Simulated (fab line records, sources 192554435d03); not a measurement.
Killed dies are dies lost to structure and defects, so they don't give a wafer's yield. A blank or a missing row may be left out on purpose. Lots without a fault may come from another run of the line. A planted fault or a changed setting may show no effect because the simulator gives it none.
fab line records | flow n5_finfet
record lots=11 wafers=30 last_day=20
route steps=1938 shown PMOS_HMC_CHANNEL_EPI@71 FIN_SAQP@115
lots that met no fault: from a run of the same line without faults
start_h: hours from the record's first day to the start of the lot's first wafer shown | wait_h: hours since the lot's step before | " the same as in the row above | L1.1+2: a row that stands for several wafers | - no value, or no start given | * or withheld: withheld | < > ~ a bound
route shown NAME@n: a module of which the file shows steps, and the number in the route of the first | usual: mean/standard deviation of fault-free wafers | same: alike in all rows | chamber/n: place in a boat | sites: the reading at each site | _std_site: their standard deviation | _edge_site: outer sites' mean less inner sites' | radius_mm: how far each site lies from the wafer's centre | mask NAME#n: copy n | behind: the tool/chamber that last shaped the wafer | hold: why the lot was held/for how many hours/how that ended | device: the transistor (n, p or np) that didn't switch | end of line: the same wafers' tests at the end of the route | a step without rows: its recipe alone | killed: dies lost to structure and defects at the first sort, not the wafer's yield | map: a wafer's dies, x killed, . not, _ none there
set.NAME: the setting as run; set.NAME@STEP: as run at that earlier step | model.NAME: the simulator's own value behind a step, which no gauge read
steps of the route over a sample of lots; a table a step, a row a wafer
services: from which hour (start_h, from the record's first day; less than 0 if before it) a tool's chamber was out of use, for how many hours, and why
## steps
# step N5_PMOS_HMC_CHANNEL_EPI_STRIP_33
# recipe chemistry=N2/H2 power_w=500 temp_c=40 pressure_mtorr=50 rf_frequency_hz=6e+07 overash_fraction=0.3 bias_power_w=8 h2_frac=0.5 n2_flow_sccm=300 h2_flow_sccm=300
# usual drypump_motor_current_A=5.8/0.5 oes_product_au=0.83/0.074 power_w=500.2/1.4 rf_vpp_V=54.3/1.7 showerhead_plenum_p_Torr=3.38/0.095 throttle_valve_pct=18.68/0.29
# columns lot.wafer tool chamber start_h wait_h drypump_motor_current_A oes_product_au power_w rf_hours_counter_h rf_vpp_V showerhead_plenum_p_Torr throttle_valve_pct
L388.1 rie_diel-06 0 17.37 0.0 6.2 0.72 500.7 182 55.1 3.36 19.00
L388.4 " 1 " " 5.2 0.87 498.9 45 55.8 3.28 18.69
L388.6 " 0 " " 6.2 0.73 500.2 - 52.5 3.36 19.02
L391.1 rie_diel-06 2 35.34 0.0 6.6 0.73 500.0 202 55.6 3.32 19.01
L391.4 " 1 " " 5.2 0.87 501.4 51 52.4 3.28 18.67
L391.5 " 2 " " 6.6 0.73 500.5 - 56.4 3.32 18.97
L392.1 rie_diel-06 2 41.63 0.0 6.6 0.73 500.5 205 58.3 3.32 18.98
L392.4 " 0 " " 6.2 0.73 501.1 189 55.4 3.35 19.03
L392.6 " 2 " " 6.6 0.72 500.7 - 54.7 3.32 18.96
L394.2 rie_diel-02 0 53.92 0.1 5.7 0.84 500.0 66 57.9 3.40 18.23
L394.3 " 0 " " 5.8 0.85 499.4 - 56.2 3.40 18.23
L394.6 " 2 " " 6.1 0.88 501.4 - 53.3 3.42 18.82
L395.1 rie_diel-06 3 60.14 0.0 5.9 0.84 499.2 73 54.2 3.27 18.90
L395.4 " 2 " " 6.6 0.71 501.5 209 50.7 3.32 19.00
L395.5 " 2 " " 6.5 0.71 500.9 - 55.0 3.32 18.98
L397.1 rie_diel-02 3 72.03 0.0 4.7 0.86 500.0 38 54.2 3.29 18.50
L397.4 " 2 " " 6.1 0.89 499.2 33 54.7 3.42 18.83
L397.6 " 3 " " 4.8 0.89 499.2 - 53.3 3.29 18.52
L402.1 rie_diel-02 2 101.81 0.0 6.2 0.86 500.4 40 54.4 3.42 18.84
L402.4 " 1 " " 6.4 0.95 500.9 - 56.7 3.58 19.03
L402.6 " 2 " " 6.1 0.86 500.7 - 55.5 3.42 18.84
L405.2 rie_diel-02 3 119.71 0.0 4.7 0.86 499.1 48 55.5 3.28 18.51
L405.3 " 2 " " 6.1 0.86 497.2 44 56.5 3.42 18.87
L405.4 " 0 " " 5.8 0.83 498.8 80 51.7 3.39 18.23
L409.1 rie_diel-05 3 143.95 0.0 5.8 0.76 500.4 133 54.7 3.51 18.48
L409.6 " 1 " " 6.0 0.75 498.4 - 54.9 3.35 18.21
L410.2 rie_diel-02 1 150.39 0.0 6.4 0.92 499.9 18 55.0 3.57 19.05
L410.6 " 1 " " 6.4 0.91 499.8 - 54.3 3.57 19.06
L411.1 rie_diel-02 1 159.72 0.0 6.4 0.92 500.2 21 54.8 3.57 19.05
L411.2 " 2 " " 6.1 0.84 501.1 54 53.2 3.41 18.85
# step N5_FIN_SAQP_ETCH_51
# recipe chemistry=CF4 target=SiARC target_depth_a=455 mask_material=CAR-ArF time_s=75.8 ion_energy_ev=80 pressure_mtorr=40 source_w=545 bias_w=36 Ar_flow_sccm=100 cf4_flow_sccm=100 ends=cleared
# usual drypump_motor_current_A=5.6/0.51 etch_rf_on_time_s=75.8/1.2 oes_product_au=0.69/0.085 rf_vpp_V=184.1/1.2 showerhead_plenum_p_Torr=2.14/0.086 throttle_valve_pct=15.60/0.21
# columns lot.wafer tool chamber start_h wait_h drypump_motor_current_A etch_rf_on_time_s oes_product_au rf_hours_counter_h rf_vpp_V showerhead_plenum_p_Torr throttle_valve_pct
L388.1 rie_diel-01 0 22.25 0.0 5.7 76.7 0.73 42 186.1 2.17 15.36
L388.4 " 2 " " 5.3 77.7 0.59 229 182.1 2.03 15.81
L388.6 " 3 " " 6.3 77.7 0.59 - 183.1 2.12 15.95
L391.1 rie_diel-03 2 39.60 0.0 5.3 76.7 0.64 158 183.4 2.06 15.69
L391.4 " 0 " " 5.5 74.7 0.61 206 184.7 2.12 15.64
L391.5 " 1 " " 6.4 75.3 0.82 - 184.7 2.28 15.42
L392.1 rie_diel-01 0 45.94 0.0 5.7 75.2 0.74 49 184.3 2.17 15.39
L392.4 " 2 " " 5.3 77.9 0.59 - 184.8 2.03 15.82
L392.6 " 3 " " 6.2 76.6 0.58 - 182.4 2.11 15.98
L394.2 rie_diel-04 2 58.18 0.0 6.1 75.4 0.73 53 183.9 2.17 15.30
L394.3 " 1 " " 5.0 76.7 0.59 240 183.1 2.02 15.64
L394.6 " 1 " " 5.1 76.6 0.59 - 184.0 2.02 15.62
L395.1 rie_diel-01 3 64.41 0.0 6.3 76.2 0.58 249 182.2 2.11 15.99
L395.4 " 2 " " 5.3 77.0 0.59 - 182.3 2.03 15.84
L395.5 " 3 " " 6.3 76.5 0.58 - 184.0 2.11 15.99
L397.1 rie_diel-04 1 76.55 0.0 5.0 77.0 0.58 246 182.8 2.02 15.64
L397.4 " 2 " " 6.1 75.7 0.71 59 185.2 2.17 15.32
L397.6 " 3 " " 6.1 77.4 0.59 - 182.1 2.04 15.92
L402.1 rie_diel-03 3 107.57 0.0 4.8 75.5 0.63 183 185.4 2.22 15.87
L402.4 " 2 " " 5.3 76.9 0.63 179 182.2 2.05 15.73
L402.6 " 2 " " 5.3 76.8 0.63 - 182.4 2.05 15.72
L405.2 rie_diel-01 3 123.79 0.0 6.3 74.1 0.79 13 183.5 2.11 15.52
L405.3 " 2 " " 5.3 74.9 0.82 7 185.2 2.28 15.38
L405.4 " 1 " " 5.1 75.2 0.78 20 184.5 2.28 15.48
L409.1 rie_diel-01 0 148.11 0.0 5.7 54.3 0.85 83 184.4 2.16 15.46
L409.6 " 3 " " 6.3 53.3 0.96 - 183.8 2.11 15.53
L410.2 rie_diel-01 2 154.74 0.0 5.3 75.4 0.80 10 185.7 2.28 15.39
L410.6 " 1 " " 5.1 54.5 0.93 - 185.4 2.28 15.49
L411.1 rie_diel-01 2 163.72 0.0 5.3 53.4 0.98 13 184.5 2.28 15.42
L411.2 " 1 " " 5.1 73.6 0.77 30 185.2 2.27 15.48
# step N5_FIN_SAQP_SPACER1_ETCHBACK_25
# recipe chemistry=CHF3/O2 mode=anisotropic_etchback target=SiO2 target_depth_a=244 time_s=12.2 pressure_mtorr=30 source_w=650 bias_w=170 Ar_flow_sccm=200 CHF3_flow_sccm=50 O2_flow_sccm=5 ion_energy_ev=200
# usual drypump_motor_current_A=5.6/0.52 oes_product_au=0.79/0.1 rf_vpp_V=524/5.6 showerhead_plenum_p_Torr=2.41/0.098 throttle_valve_pct=18.91/0.2
# columns lot.wafer tool chamber start_h wait_h drypump_motor_current_A oes_product_au rf_hours_counter_h rf_vpp_V showerhead_plenum_p_Torr throttle_valve_pct
L388.1 rie_diel-01 2 24.04 0.4 5.3 0.69 230 520 2.29 19.05
L388.4 " 3 " " 6.3 0.69 236 519 2.38 19.23
L388.6 " 3 " " 6.3 0.69 - 518 2.38 19.23
L391.1 rie_diel-01 3 41.43 0.4 6.3 0.68 240 519 2.38 19.26
L391.4 " 1 " " 5.1 0.69 250 525 2.28 19.18
L391.5 " 3 " " 6.3 0.69 - 518 2.38 19.23
L392.1 rie_diel-01 3 47.72 0.4 6.3 0.68 242 519 2.38 19.24
L392.4 " 2 " " 5.3 0.68 - 519 2.28 19.06
L392.6 " 0 " " 5.7 0.85 - 526 2.44 18.70
L394.2 rie_diel-01 3 59.95 0.4 6.3 0.68 248 517 2.38 19.25
L394.3 " 2 " " 5.3 0.69 241 519 2.28 19.07
L394.6 " 2 " " 5.3 0.68 - 520 2.28 19.06
L395.1 rie_diel-04 3 66.18 0.4 6.1 0.70 220 519 2.29 19.16
L395.4 " 0 " " 5.3 0.99 1 535 2.38 18.72
L395.5 " 0 " " 5.3 0.99 - 536 2.38 18.73
L397.1 rie_diel-04 3 78.32 0.4 6.0 0.70 224 519 2.29 19.18
L397.4 " 2 " " 6.1 0.85 59 520 2.45 18.64
L397.6 " 1 " " 5.0 0.68 - 518 2.27 18.87
L402.1 rie_diel-03 2 109.38 0.4 5.3 0.74 179 521 2.31 19.00
L402.4 " 1 " " 6.5 0.89 31 531 2.55 18.78
L402.6 " 0 " " 5.5 0.70 - 523 2.37 18.85
L405.2 rie_diel-03 3 125.56 0.4 4.8 0.73 188 526 2.49 19.16
L405.3 " 1 " " 6.5 0.90 36 530 2.55 18.79
L405.4 " 0 " " 5.5 0.69 - 522 2.37 18.86
L409.1 rie_diel-03 1 149.88 0.4 6.5 0.89 44 529 2.55 18.82
L409.6 " 2 " " 5.3 0.73 - 519 2.31 19.03
L410.2 rie_diel-04 3 158.44 0.4 6.0 0.69 243 519 2.28 19.20
L410.6 " 2 " " 6.1 0.81 - 517 2.44 18.69
L411.1 rie_diel-03 2 165.49 0.4 5.3 0.73 194 518 2.30 19.04
L411.2 " 1 " " 6.5 0.88 51 530 2.55 18.83
# step N5_FIN_SAQP_MANDREL_ETCH_58
# recipe chemistry=HBr/Cl2 target=a-Si target_depth_a=450 bt_time_s=10 stop_on=SiNx mask_material=SiO2 over_etch_frac=0.8 time_s=27 pressure_mtorr=10 icp_w=800 bias_w=75 HBr_flow_sccm=150 Cl2_flow_sccm=80 ends=end_point
# usual drypump_motor_current_A=5.6/0.34 oes_product_au=0.697/0.012 throttle_valve_pct=35.52/0.2
# columns lot.wafer tool chamber start_h wait_h drypump_motor_current_A oes_product_au rf_hours_counter_h throttle_valve_pct
L388.1 rie_si-05 0 24.44 0.0 5.4 0.690 202 35.77
L388.4 " 3 " " 5.3 0.697 168 35.84
L388.6 " 2 " " 5.6 0.699 - 35.68
L391.1 rie_si-04 2 41.82 0.0 5.2 0.702 79 35.41
L391.4 " 0 " " 5.9 0.698 28 35.53
L391.5 " 3 " " 5.7 0.684 - 35.51
L392.1 rie_si-04 0 48.11 0.0 5.9 0.703 28 35.55
L392.4 " 1 " " 5.9 0.715 20 35.38
L392.6 " 3 " " 5.7 0.683 - 35.51
L394.2 rie_si-05 2 60.34 0.0 5.6 0.695 98 35.69
L394.3 " 1 " " 5.4 0.698 69 35.76
L394.6 " 2 " " 5.6 0.697 - 35.68
L395.1 rie_si-04 3 66.59 0.0 5.7 0.676 104 35.53
L395.4 " 1 " " 5.9 0.713 20 35.36
L395.5 " 0 " " 5.9 0.689 - 35.55
L397.1 rie_si-05 1 78.71 0.0 5.4 0.690 70 35.77
L397.4 " 0 " " 5.4 0.713 0 35.81
L397.6 " 1 " " 5.4 0.701 - 35.74
L402.1 rie_si-04 1 109.76 0.0 5.9 0.719 21 35.38
L402.4 " 3 " " 5.7 0.680 105 35.50
L402.6 " 3 " " 5.7 0.682 - 35.49
L405.2 rie_si-03 1 125.94 0.0 5.6 0.683 42 35.69
L405.3 " 0 " " 5.2 0.691 101 35.43
L405.4 " 2 " " 6.1 0.713 130 35.28
L409.1 rie_si-03 2 150.27 0.0 6.1 0.694 130 35.30
L409.6 " 3 " " 4.7 0.699 - 35.03
L410.2 rie_si-04 0 158.94 0.0 5.9 0.697 30 35.55
L410.6 " 0 " " 5.9 0.696 - 35.54
L411.1 rie_si-04 2 165.88 0.0 5.2 0.706 82 35.41
L411.2 " 3 " " 5.7 0.675 106 35.51
## services
# columns tool chamber start_h hours kind
rie_diel-06 0 -6.02 5.1 repair
rie_diel-01 2 -2.01 3.1 repair
rie_diel-01 - 1.08 4.0 pm
rie_si-03 2 4.07 3.0 repair
rie_si-05 3 28.67 7.0 repair
rie_si-04 0 41.89 2.2 repair
rie_diel-01 1 42.66 - clean
rie_diel-06 - 42.87 0.3 repair
rie_diel-05 0 46.17 9.6 repair
rie_diel-02 3 47.28 15.7 repair
rie_diel-02 0 96.26 6.7 repair
rie_diel-02 - 97.17 0.2 repair
rie_diel-04 3 103.26 4.3 repair
rie_si-05 - 106.04 14.6 pm
rie_diel-02 - 112.60 2.8 pm
rie_si-05 3 121.01 25.2 repair
rie_si-05 2 121.05 1.9 repair
rie_diel-06 2 128.81 12.8 repair
rie_diel-01 - 129.43 10.9 repair
rie_diel-04 3 138.33 9.4 repair
rie_diel-06 - 143.51 0.7 repair
rie_diel-01 2 143.52 8.2 repair
rie_si-05 1 157.93 2.6 repair
rie_si-03 - 165.06 2.8 pm
## key
first_sign step=N5_FIN_SAQP_ETCH_51 reading=etch_rf_on_time_s direction=down sigmas=18 usual=* struck=*
effect step=N5_FIN_SAQP_ETCH_51 reading=oes_product_au direction=up sigmas=2.8 usual=0.69 struck=0.93 wafers_moved=3
met_at N5_FIN_SAQP_ETCH_51
struck_lots L409,L410,L411
struck_wafers L409.1,L409.6,L410.6,L411.1
tester_left_out L409,L410,L411
not_acting_at N5_PMOS_HMC_CHANNEL_EPI_STRIP_33,N5_FIN_SAQP_SPACER1_ETCHBACK_25,N5_FIN_SAQP_MANDREL_ETCH_58
onset_between 123.79 148.11
fault kind=process_parameter_drift tool=rie_diel-01 chamber=- onset_h=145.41 steps=N5_FIN_SAQP_ETCH_51 channel=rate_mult offset=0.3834 shape=step end_h=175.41 scope=struck_wafers_only
# tester_left_out: of these lots the tester's yield and bins aren't shown, on N5 and GAA mostly nor the transistor test; their killed dies are dies lost to structure and defects alone, not to doping, threshold or leakage, so they don't give the yield
